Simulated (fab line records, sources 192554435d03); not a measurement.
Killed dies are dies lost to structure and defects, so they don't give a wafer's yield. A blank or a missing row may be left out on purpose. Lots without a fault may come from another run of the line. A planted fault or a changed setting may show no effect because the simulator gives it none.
Chamber matching | flow n5_finfet | N5_BEOL_M6_PECVD_70 on pecvd-02: 3 sister chambers
The step deposits SiO2 from TEOS/O2, target thk 20 nm, time 22.7 s. 3 wafers are shown with their chamber, then 9 later ones without.

WAFERS WITH THEIR CHAMBER
wafer  | chamber | showerhead_plenum_p_Torr (Torr)
L091.4 | 0       | 8.70
L090.5 | 2       | 8.85
L090.6 | 1       | 8.79

WAFERS WITHOUT THEIR CHAMBER
wafer  | showerhead_plenum_p_Torr (Torr)
L094.2 | 8.71
L094.3 | 8.80
L094.5 | 8.89
L095.4 | 8.88
L095.5 | 8.80
L095.6 | 8.67
L096.2 | 8.77
L096.3 | 8.70
L096.6 | 8.88

WHICH CHAMBER EACH WENT THROUGH
wafer  | from the rows above     | in truth
L094.2 | 0                       | 0
L094.3 | can't be placed: 1 or 2 | 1
L094.5 | 2                       | 2
L095.4 | 2                       | 2
L095.5 | can't be placed: 1 or 2 | 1
L095.6 | 0                       | 0
L096.2 | 1                       | 1
L096.3 | 0                       | 0
L096.6 | 2                       | 2
Placed correctly: 7 of 9. Can't be placed from these rows: 2 (the true chamber is among the candidates in 2). Placed wrongly: 0.
How it was worked out, from the rows above alone: a wafer's distance from a chamber is the root of the sum, over the readings, of the square of ((its reading less the chamber's mean) divided by the reading's scatter). The wafer belongs to the nearest chamber; if the next one is less than 2 further off, it can't be placed. A chamber's mean is the mean of its shown wafers. The scatter: with one shown wafer a chamber, the root of the mean of the squares of how far each hidden wafer lies from its nearest shown one.
